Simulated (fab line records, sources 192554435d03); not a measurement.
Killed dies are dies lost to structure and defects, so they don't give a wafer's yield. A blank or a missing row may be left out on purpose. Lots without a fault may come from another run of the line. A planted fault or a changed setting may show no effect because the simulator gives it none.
Problem report in the 8D (eight disciplines) form, filled by code | flow n5_finfet | the parts of the form that need people (team, actions taken, sign-off) are left out

1. THE PROBLEM
spin_speed_rpm at N5_BEOL_M2_COAT_76 reads a mean of 1566.6 rpm on 6 wafers of 2 lots; wafers without a fault read 1500.0 rpm with a standard deviation of 0.98. That is +68 standard deviations from the usual mean.
The step: time 60 s, resist thk 5 nm.
First seen on wafer L807.3, day 11 04:54, on litho_track-04. The record holds 12 wafers of 4 lots with a number at this step. Rule for "out", or "out of limits": more than 4 standard deviations from the usual mean. The other wafers with a number count as sound.

2. WHAT IT IS AND WHAT IT IS NOT
question                    | is                     | is not
which readings at this step | spin_speed_rpm         | -
which lots                  | L807, L808             | L793, L812
which wafers of those lots  | all that have a number | -
read on which tools         | litho_track-04         | litho_track-01
when                        | from day 11 04:54      | up to then (3 sound wafers); but 3 sound wafers of L812 came after

3. SUSPECTS, AND WHAT RULES EACH OUT
Counting: a tool at a process step up to the reading stays a suspect if it ran every lot that is out and no sound lot after the first of them.
- litho_track-04 at N5_BEOL_M2_COAT_76 (time 60 s, resist thk 5 nm): kept. It ran every lot that is out, first L807 (day 11 04:54), and no sound lot after that; its last sound lot up to then is L793 (day 7 17:38). Its own readings are out on those wafers: spin_speed_rpm.
Left after counting: litho_track-04 at N5_BEOL_M2_COAT_76.

4. THE CAUSE (what the simulator had put in)
Process parameter drift: litho_track-04, from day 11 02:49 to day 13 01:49, at N5_BEOL_M2_COAT_76. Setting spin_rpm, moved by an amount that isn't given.
Counting left only this tool.

5. THE CHAIN OF EFFECTS, in route order
Each row: a reading whose mean over the struck wafers that have a number lies more than 3 standard deviations from the usual. Only readings for which the record gives a usual standard deviation are gone through. hours: the time from each lot's start at the first step in this table that gives one to its start at this step, as a median over the lots. sigmas: the change in usual standard deviations.
hours | step               | reading        | usual      | on struck wafers | change | sigmas
0     | N5_BEOL_M2_COAT_76 | spin_speed_rpm | 1500.0 rpm | 1566.6           | +66.6  | +68
The process steps in it:
- N5_BEOL_M2_COAT_76: time 60 s, resist thk 5 nm.
Later measuring or inspecting steps at which every struck wafer that the step has a row for has a number for every such reading, and none has moved that far: N5_BEOL_M4_RC_MEAS_101.

6. WHAT WOULD HAVE CAUGHT IT SOONER
In this record the first reading out of limits was taken at day 11 04:54, 2 hours after the fault began at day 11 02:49.
